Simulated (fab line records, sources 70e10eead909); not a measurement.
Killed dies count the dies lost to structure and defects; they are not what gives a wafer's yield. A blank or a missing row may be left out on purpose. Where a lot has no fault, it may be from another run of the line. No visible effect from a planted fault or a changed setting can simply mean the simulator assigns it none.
Matching of chambers + flow nand-harc + NHARC_A_WL_FILL_ALD_19 on ald-metal-04 has 4 sister chambers
The step deposits TiN, target thk 2 nm, pulse time 3 s, ald cycles 100. 14 wafers are shown with their chamber, then 7 later ones without.

WAFERS, EACH WITH ITS CHAMBER
| wafer  | chamber | heater-power-w (W) | precursor-pulse-height-rel |
|--------|---------|--------------------|----------------------------|
| L074.1 | 2       | 1052               | 0.996                      |
| L074.2 | 3       | 1157               | 1.008                      |
| L074.4 | 0       | 1126               | 0.994                      |
| L079.2 | 3       | 1132               | 1.001                      |
| L079.5 | 2       | 1045               | 1.023                      |
| L079.6 | 3       | 1153               | 1.007                      |
| L080.3 | 3       | 1174               | 1.029                      |
| L080.4 | 2       | 1043               | 1.031                      |
| L080.5 | 3       | 1154               | 0.991                      |
| L082.1 | 2       | 1048               | 1.018                      |
| L082.4 | 1       | 1139               | 0.982                      |
| L082.5 | 1       | 1117               | 1.001                      |
| L085.1 | 3       | 1184               | 1.032                      |
| L085.2 | 2       | 1056               | 0.991                      |

SIGNATURES, as means of the wafers listed above
| reading                    | chamber 0 | chamber 1 | chamber 2 | chamber 3 | scatter within a chamber |
|----------------------------|-----------|-----------|-----------|-----------|--------------------------|
| heater-power-w             | 1126.00   | 1128.00   | 1048.80   | 1159.00   | 14.1                     |
| precursor-pulse-height-rel | 0.99400   | 0.99150   | 1.01180   | 1.01133   | 0.0164                   |
Rule: distance of a wafer from a chamber = root of the sum over the readings of ((wafer's reading minus chamber's mean) / reading's scatter) squared. The wafer belongs to the nearest chamber; if the next one is less than 2 further off, it can't be placed. The scatter: take each reading less its chamber's mean, square it, sum over the shown wafers, divide by the number of wafers less the number of chambers, and take the root.

WAFERS MISSING THEIR CHAMBER
| wafer  | heater-power-w (W) | precursor-pulse-height-rel |
|--------|--------------------|----------------------------|
| L085.4 | 1122               | 0.994                      |
| L094.2 | 1123               | 0.998                      |
| L094.3 | 1209               | 0.966                      |
| L094.5 | 1193               | 1.008                      |
| L095.1 | 1104               | 0.998                      |
| L095.3 | 979                | 1.039                      |
| L095.6 | 1195               | 1.016                      |

THE CHAMBER EACH PASSED THROUGH
| wafer  | from the rows above          | in truth                   |
|--------|------------------------------|----------------------------|
| L085.4 | can't be placed: 0 or 1      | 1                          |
| L094.2 | can't be placed: 0 or 1      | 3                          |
| L094.3 | can't be placed: 3 or 1 or 0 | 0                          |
| L094.5 | 3                            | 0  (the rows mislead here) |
| L095.1 | can't be placed: 0 or 1      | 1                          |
| L095.3 | 2                            | 2                          |
| L095.6 | 3                            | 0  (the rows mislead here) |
Correctly placed: 1 of 7. Cannot be placed on the basis of these rows: 4; the candidates contain the true chamber in 3. Placed wrongly: 2.
